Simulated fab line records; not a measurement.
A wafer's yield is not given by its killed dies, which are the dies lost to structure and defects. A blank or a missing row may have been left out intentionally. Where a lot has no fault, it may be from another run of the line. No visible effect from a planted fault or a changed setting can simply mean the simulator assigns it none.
Split-lot experiment	flow n5 finfet	7 lots, 21 wafers read, on a route of 1938 steps

== THE SPLIT ==
At N5_BEOL_M9_HM_DEP_02 (deposits TiN, target thk 20 nm), the setting target thk a was moved away from the recipe's 200 angstrom on 9 of the 21 wafers read, by -12.7% to +13.3%. The other wafers ran this setting at the recipe's value.

Reading taken at the split's own step.

== THE READING ==
TiN_of_BEOL_M9_HM_DEP_02.thk nm (the simulator's own value, which no gauge read), in nm, at N5_BEOL_M9_HM_DEP_02 (deposits TiN, target thk 20 nm). The file gives no usual value for it. Average 19.9 nm, standard deviation 0.45 nm, over the 12 wafers here run with the recipe.

wafer	tool, chamber at the split	target thk a as run, angstrom	against the recipe	TiN_of_BEOL_M9_HM_DEP_02.thk nm, nm	against lot-mates on the recipe
L074.1	pvd sputter-02, -	200	recipe	20	-
L074.2	pvd sputter-02, -	200	recipe	20.4	-
L074.5	pvd sputter-02, -	200	recipe	20.4	-
L079.3	pvd sputter-03, -	174.7	-12.7%	17	-2.8
L079.4	pvd sputter-03, -	200	recipe	19.8	-
L079.5	pvd sputter-03, -	174.7	-12.7%	17.2	-2.6
L081.1	pvd sputter-03, -	226.7	+13.3%	22.2	+2.0
L081.2	pvd sputter-03, -	200	recipe	20.2	-
L081.3	pvd sputter-03, -	226.7	+13.3%	22.4	+2.2
L080.3	pvd sputter-02, -	175.5	-12.3%	17.6	-1.8
L080.5	pvd sputter-02, -	200	recipe	19.4	-
L080.6	pvd sputter-02, -	175.5	-12.3%	17.2	-2.2
L089.1	pvd sputter-03, -	200	recipe	20	-
L089.2	pvd sputter-03, -	190.8	-4.6%	19	-1.0
L089.6	pvd sputter-03, -	190.8	-4.6%	18.8	-1.2
L092.2	pvd sputter-01, -	200	recipe	20.4	-
L092.5	pvd sputter-01, -	200	recipe	20.4	-
L092.4	pvd sputter-01, -	200	recipe	20	-
L094.1	pvd sputter-02, -	214.2	+7.1%	20.8	+1.6
L094.3	pvd sputter-02, -	200	recipe	19	-
L094.6	pvd sputter-02, -	200	recipe	19.4	-

THE FIT
A straight line over all 21 wafers: TiN_of_BEOL_M9_HM_DEP_02.thk nm changes by +0.197 nm for each +1% of target thk a; r = +0.96; the points scatter about the line by 0.4 nm.
The same after taking each lot's own level away (the mean of its wafers on the recipe; 21 wafers): +0.181 nm for each +1%; r = +0.98; scatter 0.25 nm.
Per that fit: largest target thk a move, reading shift of 2.4 nm.
The lots' own levels span 19.20 to 20.27 nm, that is 2.4 times the standard deviation above.
Consequently the slope shifts little with the lot-to-lot level, the two slopes agreeing.
Check: for one of the wafers moved furthest among these (+13.3%), held out of the fit, the line's prediction against its lot-mates is +2.47 nm. It came out at +2 nm against them.

== THE OTHER SPLITS THESE WAFERS WENT THROUGH ==
These wafers also went through other splits before the reading. Each is held against what the fit with the lots' levels taken away leaves over:
other split on the same wafers	wafers away from the commonest value	r with TiN_of_BEOL_M9_HM_DEP_02.thk nm (lot level and that fit taken away)
N5_BEOL_M6_TRENCH_ETCH_37 time s	10	+0.14
N5_BEOL_M6_ALD_77 co reactant pulse time s	8	-0.05
N5_BEOL_M7_TRENCH_ETCH_37 time s	9	+0.03

== FILE'S OWN FIT ==
TiN_of_BEOL_M9_HM_DEP_02.thk nm changes by +0.184 nm for each +1% of target thk a, r = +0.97.
